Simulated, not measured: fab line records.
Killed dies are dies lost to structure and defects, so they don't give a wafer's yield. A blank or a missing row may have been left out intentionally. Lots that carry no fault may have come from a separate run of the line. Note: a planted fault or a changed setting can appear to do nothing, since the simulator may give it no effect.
fab line records ; flow nand-harc
[record] lots = 15; wafers = 42; last-day = 34
route steps=1302 shown A_STAIRCASE@653
lots that met no fault: taken from a fault-free run of the same line
start-h: hours from the record's opening day to when the first of the lot's shown wafers began ; wait-h: time in hours since the lot's previous step ; " same as the row above ; L1.1+2: several wafers, shown together as one row ; - no value present, or no start provided ; * or withheld: withheld ; < > ~ a bound
route shown NAME@n: names a module that has steps shown in the file, with the first one's number in the route ; usual: mean/standard deviation taken from wafers without a fault ; same: alike in all rows ; chamber/n: place in a boat ; sites: readings site by site ; _std_site: their standard deviation ; _edge_site: mean of outer sites minus mean of inner sites ; radius-mm: for every site, how far away it sits from the centre of the wafer ; mask NAME#n: copy n ; behind: the last tool/chamber to shape the wafer ; hold: the reason the lot was held/the length of the hold in hours/how it ended ; device: the transistor (n, p or np) that didn't switch ; end of line: the tests these same wafers got at the end of their route ; where a step has no rows: the recipe by itself ; killed: dies that structure and defects cost at the first sort, which is not the same as the wafer's yield ; map: dies across one wafer; x = killed, . = not, _ = none there
set.NAME: the run value of the setting; set.NAME@STEP: its run value at that earlier step ; model.NAME: the simulator's own value behind a step, which no gauge read
a sample of lots followed through the steps of the route, with each step as a table and each wafer as a row
services: when a tool's chamber went out of use (start-h, in hours from the record's first day, below 0 if earlier), for how many hours, and the reason
[[steps]]
[step NHARC_A_STAIRCASE_STRIP_171]
[recipe] power-w = 1500; temp-c = 250; chemistry = O2
[usual] drypump-motor-current-A = 5.6/0.56; heater-power-w = 313/15
lot.wafer;tool;chamber;start-h;wait-h;drypump-motor-current-A;heater-power-w;rf-hours-counter-h
L405.2;plasma-asher-02;0;356.53;-;5.4;283;21
L405.4;plasma-asher-02;0;356.53;-;5.4;297;-
L405.6;plasma-asher-02;0;356.53;-;5.4;295;-
L406.1;plasma-asher-02;0;377.38;-;5.4;289;25
L406.3;plasma-asher-02;0;377.38;-;5.4;297;-
L406.4;plasma-asher-02;1;377.38;-;4.8;320;-
L407.2;plasma-asher-01;1;377.55;-;6.2;302;5
L407.1;plasma-asher-01;0;377.55;-;6.2;312;5
L407.4;plasma-asher-01;0;377.55;-;6.2;308;-
L410.1;plasma-asher-01;1;420.55;-;6.2;301;13
L410.4;plasma-asher-01;1;420.55;-;6.2;302;-
L410.6;plasma-asher-01;1;420.55;-;6.2;312;-
L411.2;plasma-asher-01;0;430.23;-;6.2;308;15
L411.4;plasma-asher-01;1;430.23;-;6.1;300;-
L411.6;plasma-asher-01;0;430.23;-;6.2;306;-
L412.1;plasma-asher-01;0;462.77;-;6.2;312;21
L412.4;plasma-asher-01;1;462.77;-;6.2;310;-
L412.5;plasma-asher-01;1;462.77;-;6.2;302;-
L416.4;plasma-asher-02;1;478.20;-;4.9;331;-
L416.5;plasma-asher-02;1;478.20;-;4.9;336;-
L418.2;plasma-asher-02;0;486.51;-;5.4;302;10
L418.4;plasma-asher-02;0;486.51;-;5.4;294;-
L419.4;plasma-asher-02;1;502.73;-;4.9;332;-
L419.3;plasma-asher-02;0;502.73;-;5.4;305;-
L420.1;plasma-asher-01;1;515.03;-;6.2;307;34
L420.3;plasma-asher-01;0;515.03;-;6.2;313;-
L420.6;plasma-asher-01;1;515.03;-;6.2;307;-
L423.1;plasma-asher-01;0;545.73;-;6.2;308;5
L423.3;plasma-asher-01;0;545.73;-;6.2;306;-
L423.4;plasma-asher-01;1;545.73;-;6.2;326;-
L422.4;plasma-asher-01;0;546.29;-;6.2;315;-
L422.3;plasma-asher-01;1;546.29;-;6.2;323;-
L422.6;plasma-asher-01;1;546.29;-;6.2;327;-
L426.2;plasma-asher-02;1;573.45;-;4.8;339;25
L426.4;plasma-asher-02;1;573.45;-;4.8;343;-
L426.6;plasma-asher-02;1;573.45;-;4.9;337;-
L425.1;plasma-asher-02;0;579.68;-;5.4;296;26
L425.2;plasma-asher-02;1;579.68;-;4.9;332;26
L425.3;plasma-asher-02;1;579.68;-;4.9;338;-
L427.4;plasma-asher-01;1;585.87;-;6.2;332;-
L427.5;plasma-asher-01;0;585.87;-;6.2;317;-
L427.6;plasma-asher-01;1;585.87;-;6.2;323;-
[step NHARC_A_STAIRCASE_ETCH_13]
[recipe] target-depth-a = 1000; time-s = 40.5; ion-energy-ev = 400; c4f8-flow-sccm = 20; o2-flow-sccm = 10; ar-flow-sccm = withheld; rf-w = 600; bias-w = 1000; chemistry = C4F8/O2
[usual] oes-product-au = 0.938/0.013; rf-vpp-V = 894/5.1
[same] time-s = 40.5
lot.wafer;tool;chamber;start-h;wait-h;oes-product-au;rf-hours-counter-h;rf-vpp-V
L405.4;rie-diel-08;0;358.13;-;0.944;52;892
L405.2;rie-diel-08;1;358.13;-;0.942;45;888
L405.6;rie-diel-08;0;358.13;-;0.941;-;893
L406.3;rie-diel-03;0;379.01;-;0.948;25;899
L406.4;rie-diel-03;1;379.01;-;0.937;25;906
L406.1;rie-diel-03;2;379.01;-;0.966;27;894
L407.1;rie-diel-12;1;379.37;-;0.927;29;900
L407.2;rie-diel-12;0;379.37;-;0.921;34;895
L407.4;rie-diel-12;1;379.37;-;0.932;-;900
L410.1;rie-diel-03;1;422.26;-;0.960;40;904
L410.4;rie-diel-03;3;422.26;-;0.943;39;893
L410.6;rie-diel-03;1;422.26;-;0.957;-;906
L411.2;rie-diel-12;2;431.94;-;0.961;44;893
L411.4;rie-diel-12;3;431.94;-;0.950;36;893
L411.6;rie-diel-12;1;431.94;-;0.951;-;899
L412.1;rie-diel-12;3;464.55;-;0.947;0;893
L412.4;rie-diel-12;1;464.55;-;0.939;1;899
L412.5;rie-diel-12;3;464.55;-;0.956;-;892
L416.4;rie-diel-12;3;479.76;-;1.073;6;893
L416.5;rie-diel-12;2;479.76;-;1.078;-;894
L418.2;rie-diel-12;3;488.27;-;0.946;8;892
L418.4;rie-diel-12;0;488.27;-;1.087;10;896
L419.4;rie-diel-12;2;504.41;-;1.061;18;892
L419.3;rie-diel-12;3;504.41;-;0.941;16;894
L420.1;rie-diel-08;1;516.74;-;0.956;53;886
L420.3;rie-diel-08;0;516.74;-;0.936;47;892
L420.6;rie-diel-08;2;516.74;-;0.952;-;887
L423.1;rie-diel-03;1;547.48;-;0.945;17;903
L423.3;rie-diel-03;3;547.48;-;0.939;21;891
L423.4;rie-diel-03;0;547.48;-;0.940;20;900
L422.3;rie-diel-08;1;548.40;-;0.927;61;887
L422.4;rie-diel-08;2;548.40;-;0.937;54;886
L422.6;rie-diel-08;1;548.40;-;0.937;-;887
L426.2;rie-diel-03;0;575.04;-;0.953;34;897
L426.4;rie-diel-03;1;575.04;-;0.952;30;905
L426.6;rie-diel-03;3;575.04;-;0.937;-;892
L425.2;rie-diel-12;2;581.44;-;0.932;43;893
L425.3;rie-diel-12;3;581.44;-;0.923;42;890
L425.1;rie-diel-12;0;581.44;-;0.940;45;894
L427.6;rie-diel-12;2;587.54;-;0.937;-;892
L427.5;rie-diel-12;0;587.54;-;0.939;-;893
L427.4;rie-diel-12;1;587.54;-;0.933;-;898
[step NHARC_A_STAIRCASE_TRIM_14]
[recipe] time-s = 211.2; o2-flow-sccm = 500; ar-flow-sccm = 0; bias-w = 0; chemistry = O2
[usual] drypump-motor-current-A = 5.6/0.32; oes-product-au = 0.998/0.0073; rf-vpp-V = 57.6/0.82; showerhead-plenum-p-Torr = 3.47/0.14; throttle-valve-pct = 17.036/0.0092
[same] time-s = 211.2
lot.wafer;tool;chamber;start-h;wait-h;drypump-motor-current-A;oes-product-au;rf-hours-counter-h;rf-vpp-V;showerhead-plenum-p-Torr;throttle-valve-pct
L405.2;rie-diel-08;1;-;-;6.2;0.995;45;56.7;3.31;17.029
L405.4;rie-diel-08;2;-;-;6.1;0.997;42;57.0;3.30;17.036
L405.6;rie-diel-08;1;-;-;6.2;0.996;-;56.9;3.31;17.028
L406.3;rie-diel-03;1;-;-;5.3;0.997;25;58.3;3.79;17.008
L406.1;rie-diel-03;2;-;-;5.6;0.998;27;57.5;3.47;17.034
L406.4;rie-diel-03;3;-;-;5.5;0.979;27;57.7;3.44;17.029
L407.2;rie-diel-12;0;-;-;5.5;1.006;34;57.9;3.50;17.025
L407.1;rie-diel-12;1;-;-;5.6;1.000;30;57.9;3.63;17.033
L407.4;rie-diel-12;0;-;-;5.5;1.005;-;57.6;3.50;17.049
L410.4;rie-diel-03;0;-;-;5.0;1.015;40;56.7;3.62;17.023
L410.1;rie-diel-03;1;-;-;5.3;1.005;40;60.0;3.78;17.051
L410.6;rie-diel-03;0;-;-;5.0;1.018;-;57.7;3.62;17.047
L411.2;rie-diel-12;1;-;-;5.7;1.005;50;58.8;3.62;17.032
L411.4;rie-diel-12;2;-;-;5.2;1.006;44;58.6;3.45;17.043
L411.6;rie-diel-12;2;-;-;5.2;0.998;-;58.3;3.45;17.029
L412.4;rie-diel-12;3;-;-;5.5;0.984;0;57.2;3.44;17.051
L412.1;rie-diel-12;0;-;-;5.5;1.003;1;57.8;3.49;17.038
L412.5;rie-diel-12;0;-;-;5.5;0.986;-;56.5;3.49;17.023
L416.4;rie-diel-12;2;-;-;5.2;0.982;9;57.8;3.44;17.045
L416.5;rie-diel-12;1;-;-;5.7;0.989;-;59.1;3.61;17.046
L418.2;rie-diel-12;1;-;-;5.7;0.983;12;59.3;3.61;17.014
L418.4;rie-diel-12;3;-;-;5.5;0.984;8;57.4;3.44;17.031
L419.4;rie-diel-12;3;-;-;5.5;0.991;16;57.1;3.44;17.041
L419.3;rie-diel-12;0;-;-;5.5;0.998;18;59.0;3.48;17.043
L420.3;rie-diel-08;1;-;-;6.2;0.998;53;56.3;3.28;17.023
L420.1;rie-diel-08;3;-;-;5.4;0.999;44;57.7;3.31;17.030
L420.6;rie-diel-08;0;-;-;5.6;0.994;-;58.3;3.40;17.039
L423.1;rie-diel-03;3;-;-;5.5;0.989;21;57.6;3.42;17.020
L423.4;rie-diel-03;0;-;-;5.0;1.004;20;57.1;3.60;17.041
L423.3;rie-diel-03;1;-;-;5.3;1.002;18;58.6;3.77;17.034
L422.3;rie-diel-08;2;-;-;6.1;1.007;54;56.5;3.27;17.032
L422.4;rie-diel-08;3;-;-;5.4;1.001;55;58.9;3.31;17.031
L422.6;rie-diel-08;3;-;-;5.4;1.004;-;56.8;3.31;17.046
L426.2;rie-diel-03;3;-;-;5.5;1.001;34;57.3;3.41;17.037
L426.4;rie-diel-03;0;-;-;4.9;0.996;34;58.5;3.60;17.041
L426.6;rie-diel-03;1;-;-;5.3;1.004;-;58.3;3.76;17.035
L425.1;rie-diel-12;0;-;-;5.5;0.992;45;57.7;3.46;17.017
L425.2;rie-diel-12;1;-;-;5.7;0.990;45;56.6;3.59;17.036
L425.3;rie-diel-12;2;-;-;5.2;0.994;43;56.4;3.42;17.048
L427.6;rie-diel-12;0;-;-;5.5;0.994;-;58.0;3.46;17.021
L427.5;rie-diel-12;1;-;-;5.7;0.997;-;57.1;3.59;17.043
L427.4;rie-diel-12;2;-;-;5.2;0.987;-;57.7;3.42;17.036
[step NHARC_A_STAIRCASE_TRIM_18]
[recipe] time-s = 211.2; o2-flow-sccm = 500; ar-flow-sccm = 0; bias-w = 0; chemistry = O2
[usual] drypump-motor-current-A = 5.53/0.3; oes-product-au = 0.999/0.0063; rf-vpp-V = 57.7/0.91; showerhead-plenum-p-Torr = 3.48/0.13; throttle-valve-pct = 17.037/0.0097
[same] time-s = 211.2
lot.wafer;tool;chamber;start-h;wait-h;drypump-motor-current-A;oes-product-au;rf-hours-counter-h;rf-vpp-V;showerhead-plenum-p-Torr;throttle-valve-pct
L405.2;rie-diel-08;0;-;-;5.63;1.010;52;56.5;3.43;17.044
L405.4;rie-diel-08;1;-;-;6.22;0.998;46;57.5;3.31;17.033
L405.6;rie-diel-08;3;-;-;5.46;0.999;-;57.8;3.34;17.038
L406.4;rie-diel-03;2;-;-;5.54;0.994;27;58.0;3.47;17.031
L406.1;rie-diel-03;3;-;-;5.54;0.994;27;56.6;3.44;17.041
L406.3;rie-diel-03;1;-;-;5.34;1.006;25;56.7;3.79;17.043
L407.1;rie-diel-12;1;-;-;5.67;1.007;30;58.4;3.63;17.042
L407.2;rie-diel-12;0;-;-;5.48;0.999;35;57.2;3.50;17.043
L407.4;rie-diel-12;1;-;-;5.68;1.004;-;57.7;3.63;17.049
L410.1;rie-diel-03;0;-;-;4.98;1.006;40;58.4;3.62;17.038
L410.4;rie-diel-03;1;-;-;5.33;1.002;40;58.3;3.78;17.036
L410.6;rie-diel-03;3;-;-;5.50;1.005;-;57.6;3.44;17.055
L411.2;rie-diel-12;0;-;-;5.48;0.997;55;58.3;3.49;17.012
L411.4;rie-diel-12;2;-;-;5.21;1.000;44;56.4;3.45;17.035
L411.6;rie-diel-12;0;-;-;5.49;0.998;-;57.9;3.49;17.035
L412.4;rie-diel-12;3;-;-;5.52;0.994;0;57.2;3.44;17.053
L412.1;rie-diel-12;0;-;-;5.48;1.011;2;58.5;3.49;17.053
L412.5;rie-diel-12;2;-;-;5.18;0.995;-;57.7;3.45;17.034
L416.4;rie-diel-12;3;-;-;5.53;0.997;6;56.7;3.44;17.030
L416.5;rie-diel-12;0;-;-;5.49;0.996;-;58.5;3.48;17.053
L418.4;rie-diel-12;0;-;-;5.49;0.999;10;58.7;3.48;17.038
L418.2;rie-diel-12;1;-;-;5.68;1.008;12;57.9;3.61;17.027
L419.3;rie-diel-12;2;-;-;5.19;0.991;18;58.2;3.44;17.033
L419.4;rie-diel-12;3;-;-;5.51;0.988;17;57.7;3.44;17.032
L420.1;rie-diel-08;0;-;-;5.64;1.005;47;57.9;3.40;17.047
L420.3;rie-diel-08;1;-;-;6.27;1.009;53;56.4;3.28;17.029
L420.6;rie-diel-08;3;-;-;5.39;0.999;-;59.2;3.31;17.040
L423.1;rie-diel-03;3;-;-;5.53;0.979;21;59.7;3.42;17.054
L423.3;rie-diel-03;0;-;-;4.96;1.014;21;56.9;3.60;17.033
L423.4;rie-diel-03;2;-;-;5.53;1.001;19;58.0;3.45;17.039
L422.3;rie-diel-08;0;-;-;5.63;0.996;57;58.3;3.39;17.041
L422.4;rie-diel-08;2;-;-;6.12;0.999;54;56.5;3.27;17.043
L422.6;rie-diel-08;1;-;-;6.20;1.000;-;58.3;3.27;17.042
L426.2;rie-diel-03;1;-;-;5.33;0.993;30;58.8;3.76;17.039
L426.4;rie-diel-03;0;-;-;4.98;0.988;35;57.7;3.60;17.023
L426.6;rie-diel-03;2;-;-;5.53;0.999;-;57.3;3.44;17.041
L425.2;rie-diel-12;1;-;-;5.66;1.004;45;58.1;3.59;17.059
L425.1;rie-diel-12;2;-;-;5.20;0.995;43;58.0;3.42;17.041
L425.3;rie-diel-12;0;-;-;5.50;0.999;45;57.5;3.46;17.047
L427.4;rie-diel-12;2;-;-;5.20;0.997;-;57.1;3.42;17.026
L427.5;rie-diel-12;0;-;-;5.51;1.001;-;57.5;3.46;17.049
L427.6;rie-diel-12;1;-;-;5.67;1.004;-;56.7;3.59;17.029
[[services]]
tool;chamber;start-h;hours;kind
plasma-asher-01;-;342.30;9.0;pm
rie-diel-12;3;344.41;4.1;repair
rie-diel-12;0;352.38;-;clean
rie-diel-12;1;352.38;-;clean
rie-diel-12;2;352.38;-;clean
rie-diel-12;3;352.38;-;clean
rie-diel-12;1;363.83;7.2;repair
rie-diel-12;2;368.15;21.2;repair
plasma-asher-02;-;370.83;2.2;repair
rie-diel-08;-;372.77;9.0;pm
rie-diel-12;0;378.23;-;clean
rie-diel-12;3;379.35;36.3;repair
rie-diel-03;3;392.85;3.4;repair
plasma-asher-02;-;426.00;9.0;pm
rie-diel-03;1;431.56;12.7;repair
rie-diel-12;-;447.14;9.0;pm
rie-diel-03;-;458.81;9.0;pm
rie-diel-08;-;465.88;0.2;repair
rie-diel-03;-;497.64;0.5;repair
rie-diel-08;2;499.32;11.7;repair
plasma-asher-02;-;515.07;1.7;repair
plasma-asher-01;-;519.54;9.0;pm
rie-diel-03;-;541.18;0.5;repair
rie-diel-12;3;581.95;8.1;repair
[[key]]
[first-sign] step = NHARC_A_STAIRCASE_ETCH_13; reading = oes-product-au; direction = up; sigmas = 11; usual = 0.938; struck = 1.075
effect none on later readings
met-at NHARC_A_STAIRCASE_ETCH_13
struck-lots L416,L418,L419
struck-wafers L416.4,L416.5,L418.4,L419.4
later-rows-left-out L419.4
sort-left-out L416.4,L416.5,L418.4,L419.4
tester-left-out L416,L418,L419
not-acting-at NHARC_A_STAIRCASE_STRIP_171,NHARC_A_STAIRCASE_TRIM_14,NHARC_A_STAIRCASE_TRIM_18
onset-between 464.55 479.76
[fault] kind = process-parameter-drift; tool = rie-diel-12; chamber = -; onset-h = 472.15; steps = NHARC_A_STAIRCASE_ETCH_13; channel = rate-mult; offset = 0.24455; shape = step; end-h = 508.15; scope = struck-wafers-only
// tester-left-out: of these lots the tester's yield and bins aren't shown, on N5 and GAA mostly nor the transistor test; their killed dies are dies lost to structure and defects alone, not to doping, threshold or leakage, so they don't give the yield
// sort-left-out: the simulated sort isn't trusted on such a fault, so these wafers' sort isn't shown, and their yield isn't known
// later-rows-left-out: the simulator's readings of these wafers behind a module that went badly wrong aren't trusted and aren't shown, but for the sort
